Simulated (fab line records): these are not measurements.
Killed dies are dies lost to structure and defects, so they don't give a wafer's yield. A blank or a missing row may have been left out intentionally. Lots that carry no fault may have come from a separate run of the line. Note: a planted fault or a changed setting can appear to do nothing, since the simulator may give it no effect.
fab line records | flow n5-finfet
record: lots: 9 wafers: 25 last-day: 18
route steps=1938 shown BEOL_M3@967 BEOL_M4@1111
lots with no fault: from the same line, run without faults
start-h: start of the lot's first displayed wafer, in hours after the record's first day | wait-h: how many hours have passed since the lot's step before this one | " the same as in the row above | L1.1+2: a row that stands for several wafers | - no value, or no start given | * or withheld: withheld | < > ~ a bound
route shown NAME@n: names a module that has steps shown in the file, with the first one's number in the route | usual: average and standard deviation across the fault-free wafers | same: alike in all rows | chamber/n: place in a boat | sites: each site's reading | _std_site: their standard deviation | _edge_site: the outer-site mean with the inner-site mean subtracted | radius-mm: how far each site lies from the wafer's centre | mask NAME#n: copy n | behind: the tool/chamber that last shaped the wafer | hold: why the lot went on hold/how many hours it stayed there/how the hold came to an end | device: whichever transistor did not switch (one of n, p or np) | end of line: tests run on the same wafers once the route is complete | a step given without rows: its recipe and nothing more | killed: at the first sort, the dies lost to defects and structure; wafer yield is something else | map: shows each die of a wafer: x if killed, . if not, _ if none is there
set.NAME: setting as actually run; set.NAME@STEP: the setting as run at that earlier step | model.NAME: the simulator's own value behind a step, which no gauge read
the route's steps for a sample of lots (tables are steps, rows are wafers)
services: when a tool's chamber went out of use (start-h, in hours from the record's first day, below 0 if earlier), for how many hours, and the reason
== steps ==
step: N5_BEOL_M3_OVL_MEAS_29
recipe: points-per-wafer: 522
usual: V2_OVL: 0.1/0.69
columns lot.wafer tool chamber start-h wait-h V2_OVL[nm]
L471.3 overlay-02 0 165.82 0.0 -0.6
L471.4 " 0 " " 0.5
L471.6 " 0 " " 0.0
L469.3 overlay-01 0 169.78 0.0 -0.4
L469.4 " 0 " " -0.4
L469.6 " 0 " " -0.1
L474.1 overlay-01 0 175.46 0.0 0.6
L474.4 " 0 " " 1.0
L474.6 " 0 " " 0.7
L476.1 overlay-02 0 192.24 0.0 -0.2
L476.4 " 0 " " -1.2
L480.1 overlay-02 0 226.96 0.0 1.2
L480.2 " 0 " " 1.0
L480.4 " 0 " " -0.4
L481.1 overlay-02 0 230.21 0.0 1.1
L481.6 " 0 " " -0.1
L486.2 overlay-01 0 257.82 0.0 0.5
L486.5 " 0 " " 0.6
L486.6 " 0 " " 0.2
L490.1 overlay-02 0 279.41 0.0 -0.2
L490.2 " 0 " " -0.3
L490.4 " 0 " " 0.0
L491.4 overlay-02 0 287.39 0.0 0.3
L491.5 " 0 " " -0.4
L491.6 " 0 " " 0.9
step: N5_BEOL_M3_INSPECT_30
recipe: mode: adi inspect-instrument: brightfield
usual: raw-defect-count: 400/110
columns lot.wafer tool chamber start-h wait-h raw-defect-count
L471.3 defect-inspect-02 - 165.87 0.0 271
L471.4 " - " " 390
L471.6 " - " " 267
L469.3 defect-inspect-02 - 169.83 0.0 360
L469.4 " - " " 297
L469.6 " - " " 371
L474.1 defect-inspect-02 - 175.52 0.1 377
L474.4 " - " " 249
L474.6 " - " " 282
L476.1 defect-inspect-01 - 192.29 0.1 600
L476.4 " - " " 508
L480.1 defect-inspect-02 - 227.02 0.1 276
L480.2 " - " " 272
L480.4 " - " " 311
L481.1 defect-inspect-02 - 230.27 0.1 472
L481.6 " - " " 625
L486.2 defect-inspect-01 - 257.87 0.0 495
L486.5 " - " " 364
L486.6 " - " " 400
L490.1 defect-inspect-01 - 279.47 0.1 507
L490.2 " - " " 541
L490.4 " - " " 426
L491.4 defect-inspect-02 - 287.43 0.0 376
L491.5 " - " " 369
L491.6 " - " " 418
step: N5_BEOL_M3_ETCHBACK_99
recipe: chemistry: CHF3 target: SiO2 target-depth-a: 50 time-s: 10.4 source-w: 215 bias-w: 47 Ar_flow_sccm: 200 CHF3_flow_sccm: 12 ion-energy-ev: 100 pressure-mtorr: 30
usual: bias-w: 46.96/0.15 drypump-motor-current-A: 5.7/0.4 oes-product-au: 0.77/0.08 rf-vpp-V: 239/4.4 showerhead-plenum-p-Torr: 2.15/0.09 throttle-valve-pct: 16.98/0.24
columns lot.wafer tool chamber start-h wait-h bias-w drypump-motor-current-A oes-product-au rf-hours-counter-h rf-vpp-V showerhead-plenum-p-Torr throttle-valve-pct
L471.3 rie-diel-01 2 167.56 1.5 46.84 6.1 0.71 213 236 2.02 17.07
L471.4 " 3 " " 47.23 6.2 0.91 43 249 2.10 16.79
L471.6 " 3 " " 47.19 6.2 0.91 - 249 2.10 16.79
L469.3 rie-diel-01 0 180.34 10.3 46.81 5.2 0.72 175 236 2.22 17.06
L469.4 " 3 " " 46.87 6.2 0.90 48 248 2.10 16.79
L469.6 " 2 " " 46.88 6.1 0.70 - 236 2.02 17.07
L474.1 rie-diel-01 1 182.87 7.1 47.08 5.8 0.73 194 241 2.15 16.99
L474.4 " 3 " " 46.89 6.2 0.90 48 247 2.10 16.80
L474.6 " 1 " " 47.00 5.8 0.73 - 242 2.15 16.99
L476.1 rie-diel-01 3 196.15 3.0 47.01 6.3 0.89 52 248 2.10 16.82
L476.4 " 1 " " 46.90 5.8 0.72 198 240 2.15 17.00
L480.1 rie-diel-01 1 227.44 0.1 47.02 5.8 0.71 208 242 2.14 17.02
L480.2 " 2 " " 46.94 6.1 0.69 232 237 2.02 17.11
L480.4 " 3 " " 46.93 6.2 0.87 61 249 2.10 16.83
L481.1 rie-diel-01 2 230.80 0.3 47.15 6.1 0.70 234 236 2.02 17.10
L481.6 " 3 " " 46.94 6.2 0.88 - 248 2.10 16.82
L486.2 rie-diel-06 3 261.47 3.4 46.85 5.3 0.81 88 243 2.27 17.11
L486.5 " 1 " " 47.04 5.9 0.84 - 241 2.17 16.54
L486.6 " 2 " " 47.50 5.2 0.69 - 238 2.14 17.49
L490.1 rie-diel-01 0 281.67 1.5 46.98 5.2 0.69 206 235 2.20 17.13
L490.2 " 2 " " 46.86 6.1 0.69 250 237 2.01 17.14
L490.4 " 0 " " 46.94 5.2 0.69 - 235 2.20 17.13
L491.4 rie-diel-03 0 295.61 7.7 47.09 5.3 0.80 95 241 2.28 16.83
L491.5 " 0 " " 46.95 5.3 0.79 - 240 2.28 16.82
L491.6 " 3 " " 46.95 5.9 0.92 - 241 2.21 17.11
step: N5_BEOL_M3_TRENCH_ETCH_37
recipe: chemistry: C4F6/O2 target-depth-a: 555.55 target: SiOC time-s: 29.2 ion-energy-ev: 250 pressure-mtorr: 30 source-w: 355 bias-w: 185 Ar_flow_sccm: 300 C4F6_flow_sccm: 10 O2_flow_sccm: 10
usual: C4F6_flow_sccm: 9.995/0.029 bias-w: 185.1/0.54 drypump-motor-current-A: 5.7/0.4 oes-product-au: 0.77/0.08 rf-vpp-V: 662/12 showerhead-plenum-p-Torr: 2.84/0.11 throttle-valve-pct: 20.74/0.25
columns lot.wafer tool chamber start-h wait-h C4F6_flow_sccm bias-w drypump-motor-current-A oes-product-au rf-hours-counter-h rf-vpp-V showerhead-plenum-p-Torr throttle-valve-pct
L471.3 rie-diel-01 2 167.79 - 10.034 185.1 6.2 0.71 213 653 2.68 20.78
L471.4 " 3 " " 9.979 184.7 6.2 0.89 43 685 2.79 20.59
L471.6 " 3 " " 9.937 185.1 6.2 0.90 - 686 2.79 20.58
L469.3 rie-diel-01 0 180.58 - 10.034 185.2 5.2 0.71 175 647 2.93 20.78
L469.4 " 3 " " 10.015 184.6 6.2 0.89 48 685 2.78 20.59
L469.6 " 2 " " 9.995 184.8 6.1 0.70 - 654 2.68 20.81
L474.1 rie-diel-01 1 183.11 - 9.966 184.9 5.8 0.72 194 667 2.84 20.75
L474.4 " 3 " " 10.023 184.8 6.2 0.89 48 686 2.78 20.60
L474.6 " 1 " " 9.975 185.3 5.8 0.72 - 666 2.84 20.75
L476.1 rie-diel-01 3 196.39 - 9.957 185.1 6.2 0.89 52 687 2.78 20.61
L476.4 " 1 " " 10.056 185.8 5.8 0.63 198 668 2.84 20.74
L480.1 rie-diel-01 1 227.68 - 9.968 185.2 5.8 0.71 209 667 2.83 20.78
L480.2 " 2 " " 10.020 184.8 6.1 0.69 232 653 2.67 20.82
L480.4 " 3 " " 10.085 185.2 6.2 0.76 61 686 2.78 20.58
L481.1 rie-diel-01 2 231.04 - 9.996 183.8 6.1 0.70 234 653 2.67 20.81
L481.6 " 3 " " 10.044 184.5 6.3 0.76 - 685 2.78 20.59
L486.2 rie-diel-06 3 261.70 - 10.011 184.8 5.3 0.81 88 673 2.99 20.91
L486.5 " 1 " " 9.959 186.2 5.9 0.84 - 667 2.87 20.29
L486.6 " 2 " " 9.992 185.2 5.2 0.69 - 656 2.83 21.28
L490.1 rie-diel-01 0 282.03 - 10.013 184.5 5.2 0.69 207 647 2.91 20.81
L490.2 " 2 " " 10.031 184.9 6.2 0.68 251 652 2.67 20.86
L490.4 " 0 " " 10.026 184.5 5.2 0.69 - 648 2.91 20.85
L491.4 rie-diel-03 0 295.84 - 10.002 185.4 5.2 0.79 95 666 3.01 20.64
L491.5 " 0 " " 9.975 184.8 5.2 0.80 - 665 3.01 20.64
L491.6 " 3 " " 9.958 184.4 5.8 0.92 - 667 2.91 20.95
step: N5_BEOL_M3_OCD_MEAS_38
usual: trench-depth-nm: 55.3/0.98
columns lot.wafer tool chamber start-h wait-h trench-depth-nm
L471.3 ocd-01 - 167.96 - 55.9
L471.4 " - " " 56.4
L471.6 " - " " 56.0
L469.3 ocd-01 - 180.74 - 54.4
L469.4 " - " " 56.0
L469.6 " - " " 55.5
L474.1 ocd-01 - 183.26 - 55.4
L474.4 " - " " 57.0
L474.6 " - " " 55.5
L476.1 ocd-02 - 196.54 - 56.7
L476.4 " - " " 44.6
L480.1 ocd-02 - 227.83 - 55.6
L480.2 " - " " 54.9
L480.4 " - " " 44.6
L481.1 ocd-02 - 231.19 - 56.5
L481.6 " - " " 44.4
L486.2 ocd-02 - 261.86 - 55.3
L486.5 " - " " 55.9
L486.6 " - " " 54.2
L490.1 ocd-02 - 282.24 - 53.5
L490.2 " - " " 55.1
L490.4 " - " " 53.4
L491.4 ocd-01 - 296.00 - 55.6
L491.5 " - " " 56.5
L491.6 " - " " 55.9
step: N5_BEOL_M4_RC_MEAS_101
usual: DIBL_N: 36.9/1.7 DIBL_P: 36.7/2.1 IOFF_N: 0.17/0.032 IOFF_P: 0.22/0.036 ION_N: 674/12 ION_P: 461/7 SS_N: 71.7/0.6 SS_P: 73.4/0.67 VT_N: 249/3.1 VT_P: -250/3.2
columns lot.wafer tool chamber start-h wait-h DIBL_N[mV/V] DIBL_P[mV/V] IOFF_N[nA/um] IOFF_P[nA/um] ION_N[uA/um] ION_P[uA/um] SS_N[mV/dec] SS_P[mV/dec] VT_N[mV] VT_P[mV]
L471.3 prober-02 0 182.21 0.3 32.8 32.8 0.12 0.17 660 454 70.6 72.8 255 -252
L471.4 " 0 " " 35.9 35.1 0.16 0.20 663 454 71.8 72.8 250 -252
L471.6 " 0 " " 34.4 32.9 0.14 0.17 652 446 71.6 72.2 252 -251
L469.3 prober-02 0 192.31 0.3 37.7 37.5 0.18 0.22 674 463 71.6 73.8 250 -249
L469.4 " 0 " " 36.5 35.6 0.16 0.19 666 456 71.3 73.2 250 -252
L469.6 " 0 " " 36.5 36.0 0.16 0.19 676 453 71.7 73.5 250 -252
L474.1 prober-01 0 196.96 0.0 38.8 41.7 0.23 0.27 694 468 72.2 74.3 245 -251
L474.4 " 0 " " 36.9 38.2 0.18 0.21 676 452 71.8 73.9 250 -252
L474.6 " 0 " " 37.5 38.4 0.19 0.21 683 456 71.6 74.3 248 -254
L476.1 prober-01 0 212.24 0.0 37.3 36.5 0.18 0.22 679 461 71.7 73.2 246 -251
L476.4 " 0 " " 37.0 36.0 0.16 0.20 680 460 71.1 72.8 250 -249
L480.1 prober-01 0 240.87 0.0 37.7 38.5 0.19 0.26 688 475 72.3 73.5 248 -245
L480.2 " 0 " " 34.9 36.7 0.14 0.21 677 466 70.8 73.7 253 -249
L480.4 " 0 " " 36.2 37.5 0.16 0.23 677 461 72.2 72.3 248 -246
L481.1 prober-02 0 249.66 0.0 34.9 35.1 0.13 0.16 673 455 70.6 73.0 251 -256
L481.6 " 0 " " 36.9 37.2 0.17 0.19 686 459 71.6 74.1 250 -251
L486.2 prober-02 0 279.27 0.2 36.3 35.0 0.17 0.26 681 470 71.5 72.7 247 -245
L486.5 " 0 " " 34.8 33.8 0.13 0.23 668 469 71.8 72.6 254 -245
L486.6 " 0 " " 37.2 35.8 0.18 0.26 681 471 71.3 73.8 247 -245
L490.1 prober-02 0 295.20 0.0 37.5 38.7 0.20 0.28 681 473 72.4 74.4 244 -247
L490.2 " 0 " " 38.9 40.3 0.23 0.30 696 471 72.0 74.2 245 -243
L490.4 " 0 " " 35.0 35.1 0.14 0.22 660 468 71.2 73.2 251 -249
L491.4 prober-01 0 312.33 0.5 39.1 38.5 0.18 0.23 663 460 71.9 74.1 251 -249
L491.5 " 0 " " 37.7 37.1 0.16 0.22 659 458 72.1 73.7 252 -248
L491.6 " 0 " " 39.5 39.5 0.19 0.26 681 467 72.8 73.8 251 -247
== services ==
columns tool chamber start-h hours kind
rie-diel-06 0 191.26 3.2 repair
rie-diel-03 0 195.40 6.6 repair
rie-diel-06 1 206.40 12.2 repair
rie-diel-06 - 215.37 0.3 repair
rie-diel-03 3 218.34 1.6 repair
rie-diel-03 - 218.39 7.2 repair
rie-diel-03 3 231.56 - clean
rie-diel-03 3 231.56 - consumable-replace:focus-ring
rie-diel-03 3 231.56 15.0 scheduled-down
rie-diel-03 3 231.56 15.0 vent-cycle
rie-diel-06 3 248.87 4.0 repair
rie-diel-01 1 271.31 18.5 repair
rie-diel-01 2 282.41 8.8 repair
rie-diel-01 2 291.30 - clean
rie-diel-01 2 291.30 - consumable-replace:focus-ring
rie-diel-01 2 291.30 - consumable-replace:showerhead
rie-diel-01 2 291.30 21.6 scheduled-down
rie-diel-01 2 291.30 21.6 vent-cycle
== key ==
first-sign: step: N5_BEOL_M3_OCD_MEAS_38 reading: trench-depth-nm direction: down sigmas: 11 usual: 55.3 struck: 44.5
effect none on later readings
met-at N5_BEOL_M3_TRENCH_ETCH_37
struck-lots L476,L480,L481
struck-wafers L476.4,L480.4,L481.6
not-acting-at N5_BEOL_M3_OVL_MEAS_29,N5_BEOL_M3_INSPECT_30,N5_BEOL_M3_ETCHBACK_99
onset-between 183.11 196.39
fault: kind: process-parameter-drift tool: rie-diel-01 chamber: - onset-h: 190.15 steps: N5_BEOL_M3_TRENCH_ETCH_37 channel: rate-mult offset: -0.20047 shape: step end-h: 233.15 scope: struck-wafers-only
